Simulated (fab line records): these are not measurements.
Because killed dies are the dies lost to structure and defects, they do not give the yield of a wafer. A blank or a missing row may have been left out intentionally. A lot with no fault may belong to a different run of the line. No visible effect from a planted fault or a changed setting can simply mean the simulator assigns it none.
What tool caused it? / flow nandHarc / 6 lots, 18 wafers sampled, at 2 steps of a route of 1302

WHAT THE GAUGES READ, wafer by wafer
NHARC_P_GATE_INSPECT_68.
lot=L155; measured=day 6 08:30; on=defectInspect-02; rawDefectCount=83 190 168
lot=L158; measured=day 7 07:27; on=defectInspect-02; rawDefectCount=163 213 325
lot=L162; measured=day 9 01:18; on=defectInspect-02; rawDefectCount=164 213 186
lot=L165; measured=day 10 11:11; on=defectInspect-01; rawDefectCount=148 169 247
lot=L168; measured=day 11 17:13; on=defectInspect-02; rawDefectCount=334 264 248
lot=L177; measured=day 15 16:56; on=defectInspect-02; rawDefectCount=204 248 192

WHICH TOOL RAN EACH LOT (tool, then ch and the chambers of the sampled wafers, then the start)
lot=L155; NHARC_P_GATE_DESCUM_93=rieDiel-08 ch 0,2, day 6 05:25
lot=L158; NHARC_P_GATE_DESCUM_93=rieDiel-13 ch 0,1,2, day 7 04:34
lot=L162; NHARC_P_GATE_DESCUM_93=rieDiel-08 ch 0,1, day 8 22:23
lot=L165; NHARC_P_GATE_DESCUM_93=rieDiel-13 ch 0,2, day 10 08:16
lot=L168; NHARC_P_GATE_DESCUM_93=rieDiel-13 ch 0,2,3, day 11 14:14
lot=L177; NHARC_P_GATE_DESCUM_93=rieDiel-09 ch 1,3, day 15 13:27
- NHARC_P_GATE_DESCUM_93: chemistry O2, time 3 s.

THE ANSWER, worked out from the rows above alone
Rule: the lots themselves supply what counts as usual. The widest of any qualifying gaps counts: lots, ordered by their means at a reading, are off when they make up no more than a third of the lots, leave a main group of 4 or more, and stand apart from it by 3 or more times the standard deviation of that group's means. A main group is skipped when, at the precision printed for the reading in the tables above, its means are all equal. Also off: a lot with no number at a reading for which 4 or more lots have one. Any other lot the step has rows for is counted as sound.
No lot is off at any reading shown: from this, nothing can be told.

WHAT HAD BEEN PUT IN BY THE SIMULATOR
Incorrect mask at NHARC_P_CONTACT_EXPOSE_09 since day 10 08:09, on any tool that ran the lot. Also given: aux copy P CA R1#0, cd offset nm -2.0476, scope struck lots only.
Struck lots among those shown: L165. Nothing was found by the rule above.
